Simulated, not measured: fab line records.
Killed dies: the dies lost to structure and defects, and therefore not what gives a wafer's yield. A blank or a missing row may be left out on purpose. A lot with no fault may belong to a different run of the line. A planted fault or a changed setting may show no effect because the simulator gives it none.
Struck lot and sound lot, side by side || flow n5Finfet || 38 steps out of a route of 1938
Sound: these wafers, L529.4, L529.5, L529.6. Wafers struck: L540.2, L540.6. The cause is given at the end.
For every step that has rows: the tool of each side, followed by ch and its chambers, followed by its first start. Under that, the readings that differ: sound wafers || struck wafers || difference of the means || sigmas: that difference in standard deviations of wafers without a fault.
alike: words and numbers the same on both sides, and readings whose means are apart by under 2 such deviations; not compared: readings that were withheld, readings missing a value for some wafer, numbers with overlapping values and no deviation given by the record, and bounds like >300 which may hide the same value.
The two part at a step that has a row with sigmas, a row that says differs or no value, or rows on one side only. Numbers that have no deviation but don't overlap get no sigmas and don't part them. A reading missing from all wafers of one side parts the sides only when that side holds two or more wafers.

first, 9 steps without rows for these wafers: N5_MOL_CONTACT_COAG_SPUTTER_130 (material Co, target thk 47.5 nm); N5_MOL_CONTACT_COAG_PRECLEAN_125 (cleans in DIW, time 57.5 s); N5_MOL_CONTACT_COAG_SRD_126 (dry time 32 s); N5_MOL_CONTACT_COAG_CMP_23 (polishes, stops on SiO2, t overpolish 1.5 s, target thk 0 nm); N5_MOL_CONTACT_COAG_WET_ETCH_26 (target Co, target depth 13 nm); N5_MOL_CONTACT_COAG_WET_ETCH_116 (etches the open film in SC1-inhibited, target depth 4.6 nm, rinse time 30 s); N5_MOL_CONTACT_COAG_ALD_27 (deposits SiOC, target thk 17 nm, pulse time 1.5 s, time 2720 s); N5_MOL_CONTACT_COAG_CMP_28 (polishes, stops on SiNx, t overpolish 0.85 s, target thk 14.522 nm); N5_MOL_CONTACT_COAG_ALD_123 (deposits SiNx, target thk 5 nm, pulse time 1 s, purge time 2 s).
N5_MOL_CONTACT_COAG_PECVD_31: deposits SiO2 from TEOS/O2, target thk 46 nm, time 8.9 s.
  sound on pecvd-04 ch 0,1,2, day 5 12:04; struck on pecvd-04 ch 0,2, day 8 02:24
{"reading": "model.SiO2_of_MOL_CONTACT_COAG_PECVD_31.thkNm (nm)", "sound": "45.2 46 46.4", "struck": "18.8 18", "difference": -27.5, "sigmas": ""}
then, 19 steps without rows for these wafers: N5_MOL_CONTACT_COAG_COAT_75 (time 60 s, resist thk 60 nm); N5_MOL_CONTACT_COAG_COAT_76 (time 60 s, resist thk 10 nm); N5_MOL_CONTACT_COAG_COAT_77 (time 60 s, resist thk 10 nm); N5_MOL_CONTACT_COAG_COAT_78 (resist thk 40 nm); N5_MOL_CONTACT_COAG_EBR_80; N5_MOL_CONTACT_COAG_SOFTBAKE_79 (time 60 s); N5_MOL_CONTACT_COAG_EXPOSE_81 (exposes mask VG, defocus 0 nm); N5_MOL_CONTACT_COAG_PEB_82 (peb time 60 s); N5_MOL_CONTACT_COAG_DEVELOP_83 (develop time 30 s); N5_MOL_CONTACT_COAG_DESCUM_88 (chemistry O2, time 7 s); N5_MOL_CONTACT_COAG_ETCH_89 (etches underlayer in N2/H2, target depth 13 nm, time 10.4 s); N5_MOL_CONTACT_COAG_ETCH_90 (etches SiARC in CF4, target depth 13 nm, time 21.7 s); N5_MOL_CONTACT_COAG_ALD_131 (deposits SiO2, target thk 5 nm, pulse time 1 s, co reactant pulse time 1 s); N5_MOL_CONTACT_COAG_ETCHBACK_132 (etches SiO2 in CHF3, target depth 10 nm, time 6.7 s); N5_MOL_CONTACT_COAG_ETCH_91 (etches SOC in N2/H2, target depth 60 nm, overetch 21 nm, time 101.2 s); N5_MOL_CONTACT_COAG_STRIP_92 (strips in N2/H2); N5_MOL_CONTACT_COAG_STRIP_93 (strips in N2/H2); N5_MOL_CONTACT_COAG_ETCHBACK_135 (etches SiO2 in CHF3, target depth 25 nm, time 16.7 s); N5_MOL_CONTACT_COAG_STRIP_118 (strips in CHF3).
N5_MOL_CONTACT_COAG_VIA_ETCH_46: etches SiO2 in C4F6/O2, target depth 46 nm, overetch 9.2 nm, time 40 s.
  sound on rieDiel-02 ch 0,1,3, day 5 13:01; struck on rieDiel-02 ch 1,3, day 8 03:23
{"reading": "oesProductAu (a.u.)", "sound": "0.74 0.63 0.73", "struck": "0.47 0.40", "difference": -0.26, "sigmas": -3}
{"reading": "model.etch.depthNm (nm)", "sound": "45.23 45.95 46.42", "struck": "18.82 17.92", "difference": -27.50, "sigmas": ""}
  alike: drypumpMotorCurrentA, rfVppV, showerheadPlenumPTorr, throttleValvePct
  not compared: rfHoursCounterH
then, 5 steps without rows for these wafers: N5_MOL_CONTACT_COAG_STRIP_96 (strips in N2/H2); N5_MOL_CONTACT_COAG_ETCH_47 (etches SiNx in CH3F/O2, stops on W, target depth 27 nm); N5_MOL_CONTACT_COAG_STRIP_119 (strips in N2/H2, time 30 s); N5_MOL_CONTACT_COAG_PRECLEAN_144 (cleans in alkaline clean, time 60 s); N5_MOL_CONTACT_COAG_SRD_145 (time 30 s).
N5_MOL_CONTACT_COAG_CMP_52: polishes, stops on SiO2, t overpolish 1.5 s, target thk 66.5 nm.
  sound on cmp-03 ch 0,1,2, day 5 15:27; struck on cmp-02 ch 1,2, day 8 05:40
{"reading": "model.SiO2_of_MOL_CONTACT_COAG_PECVD_31.thkNm (nm)", "sound": "43.2 44 44.4", "struck": "16.8 15.8", "difference": -27.6, "sigmas": ""}
  alike: motorCurrentA, slurryFilterDpKPa
N5_MOL_CONTACT_COAG_THK_MEAS_53:
  sound on filmMetro-02 at day 5 15:38; struck on filmMetro-01 at day 8 05:55
{"reading": "VIA_MOL_THK (nm)", "sound": "43.1 43.9 44.4", "struck": "16.7 15.9", "difference": -27.5, "sigmas": -49}
-- here the record skips 2 days between the struck wafers' starts before and after, leaving off in module MOL_CONTACT_COAG and picking up in module BEOL_M4 (first step shown: number 1111 of the route) --
N5_BEOL_M4_RC_MEAS_101:
  sound on prober-01 ch 0, day 8 00:20; struck on prober-01 ch 0, day 10 11:26
{"reading": "ION_P (uA/um)", "sound": "475 470 473", "struck": "460 457", "difference": -14, "sigmas": -2}
  alike: DIBL_N, DIBL_P, IOFF_N, IOFF_P, ION_N, SS_N, SS_P, VT_N, VT_P

== WHERE THEY PART ==
Last at N5_BEOL_M4_RC_MEAS_101 as far as this record goes, first at N5_MOL_CONTACT_COAG_VIA_ETCH_46.

WHY: whatever the simulator had introduced
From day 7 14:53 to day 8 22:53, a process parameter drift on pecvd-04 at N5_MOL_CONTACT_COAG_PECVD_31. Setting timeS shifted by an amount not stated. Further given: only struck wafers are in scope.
